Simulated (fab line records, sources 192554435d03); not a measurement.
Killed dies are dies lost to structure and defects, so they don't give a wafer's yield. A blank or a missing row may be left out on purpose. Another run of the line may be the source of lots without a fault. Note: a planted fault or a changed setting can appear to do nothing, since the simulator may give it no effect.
Chamber matching || flow n5 finfet || 3 sister chambers for N5_HKMG_FIN_CVD_62 on thermal cvd si-02
The step deposits a-Si from Si2H6, target thk 3 nm, time 20.8 s. 3 wafers are shown with their chamber, then 7 later ones without.

WAFERS, EACH WITH ITS CHAMBER
{"wafer": "L380.4", "chamber": 0, "heater power w (W)": 1507}
{"wafer": "L386.3", "chamber": 1, "heater power w (W)": 1428}
{"wafer": "L386.4", "chamber": 2, "heater power w (W)": 1469}

WAFERS WHOSE CHAMBER IS MISSING
{"wafer": "L386.5", "heater power w (W)": 1556}
{"wafer": "L388.1", "heater power w (W)": 1470}
{"wafer": "L388.2", "heater power w (W)": 1518}
{"wafer": "L388.6", "heater power w (W)": 1539}
{"wafer": "L392.2", "heater power w (W)": 1401}
{"wafer": "L392.4", "heater power w (W)": 1441}
{"wafer": "L392.5", "heater power w (W)": 1523}

CHAMBER TAKEN BY EACH
{"wafer": "L386.5", "from the rows above": "can't be placed: 0 or 2", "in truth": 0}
{"wafer": "L388.1", "from the rows above": "can't be placed: 2 or 0 or 1", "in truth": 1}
{"wafer": "L388.2", "from the rows above": "can't be placed: 0 or 2", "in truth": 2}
{"wafer": "L388.6", "from the rows above": "can't be placed: 0 or 2", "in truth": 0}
{"wafer": "L392.2", "from the rows above": "can't be placed: 1 or 2", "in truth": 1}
{"wafer": "L392.4", "from the rows above": "can't be placed: 1 or 2", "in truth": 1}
{"wafer": "L392.5", "from the rows above": "can't be placed: 0 or 2", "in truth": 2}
Correctly placed: 0 of 7. These rows do not allow placing 7 (true chamber among the candidates in 7). Number placed wrongly: 0.
How it was worked out, from the rows above alone: a wafer's distance from a chamber is the root of the sum, over the readings, of the square of ((its reading less the chamber's mean) divided by the reading's scatter). The wafer belongs to the nearest chamber; if the next one is less than 2 further off, it can't be placed. For every chamber, the mean is computed from those of its wafers that are shown. The scatter (one wafer shown for each chamber): square how far every hidden wafer sits from the nearest shown wafer, average those squares and take the square root.
